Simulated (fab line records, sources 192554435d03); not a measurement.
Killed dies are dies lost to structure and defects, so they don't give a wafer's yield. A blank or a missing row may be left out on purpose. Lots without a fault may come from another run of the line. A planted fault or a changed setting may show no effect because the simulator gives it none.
One fault seen from 3 desks | flow n5_finfet | each desk has only its own numbers; what lay behind them comes last

THE METROLOGY DESK
What the gauges read, lot by lot, whatever tool the lot ran on: means of the sampled wafers that have a number. A lot is out of limits, marked OUT, if its mean lies more than 4 standard deviations from the usual mean; the brackets give that distance.
Columns: A = cd_nm at N5_BEOL_M5_CD_MEAS_11, usual 28.03 nm
lot  | first seen here | A
L373 | day 9 08:46     | 27.97
L374 | day 9 08:57     | 27.75
L382 | day 11 14:44    | 27.81
L383 | day 11 21:08    | 27.99
L386 | day 12 01:50    | 28.27
L388 | day 12 08:58    | 28.09
L389 | day 12 22:21    | 28.03
L391 | day 13 18:57    | 27.52
L392 | day 13 19:07    | 27.85
L393 | day 14 19:37    | 28.12
This desk's finding: nothing out of limits on any of the 10 lots.

THE DEFECT DESK
What the inspections along the route counted, lot by lot: means of the sampled wafers that have a number. A lot is out of limits, marked OUT, if its mean lies more than 4 standard deviations from the usual mean; the brackets give that distance.
Columns: A = raw_defect_count at N5_BEOL_M5_INSPECT_13, usual 411; B = raw_defect_count at N5_BEOL_M5_INSPECT_30, usual 413
lot  | first seen here | A   | B
L373 | day 9 08:52     | 503 | 500
L374 | day 9 09:02     | 415 | 414
L382 | day 11 14:50    | 471 | 485
L383 | day 11 21:14    | 489 | 518
L386 | day 12 01:55    | 371 | 358
L388 | day 12 09:03    | 303 | 270
L389 | day 12 22:26    | 314 | 322
L391 | day 13 19:02    | 446 | 444
L392 | day 13 19:13    | 468 | 483
L393 | day 14 19:42    | 328 | 329
This desk's finding: nothing out of limits on any of the 10 lots.

THE TOOL OWNER'S DESK: pvd_sputter-02
The tool's own readings at N5_BEOL_M5_HM_DEP_02 (deposits TiN, target thk 20 nm): means of the sampled wafers that have a number, for each lot that ran on this tool. A lot is out of limits, marked OUT, if its mean lies more than 4 standard deviations from the usual mean; the brackets give that distance.
Columns: A = susceptor_temp_C at N5_BEOL_M5_HM_DEP_02, usual 25.00 C; B = throttle_valve_pct at N5_BEOL_M5_HM_DEP_02, usual 30.5 %
lot  | first seen here | A     | B
L373 | day 9 08:23     | 25.17 | 30.5
L374 | day 9 08:34     | 24.89 | 30.3
L382 | day 11 14:21    | 24.94 | 30.4
L383 | day 11 20:45    | 24.91 | 30.3
This desk's finding: nothing out of limits on any of the 4 lots.

PUT TOGETHER
The metrology desk saw nothing out of limits.
The defect desk saw nothing out of limits.
The tool owner's desk saw nothing out of limits.

WHAT THE SIMULATOR HAD PUT IN
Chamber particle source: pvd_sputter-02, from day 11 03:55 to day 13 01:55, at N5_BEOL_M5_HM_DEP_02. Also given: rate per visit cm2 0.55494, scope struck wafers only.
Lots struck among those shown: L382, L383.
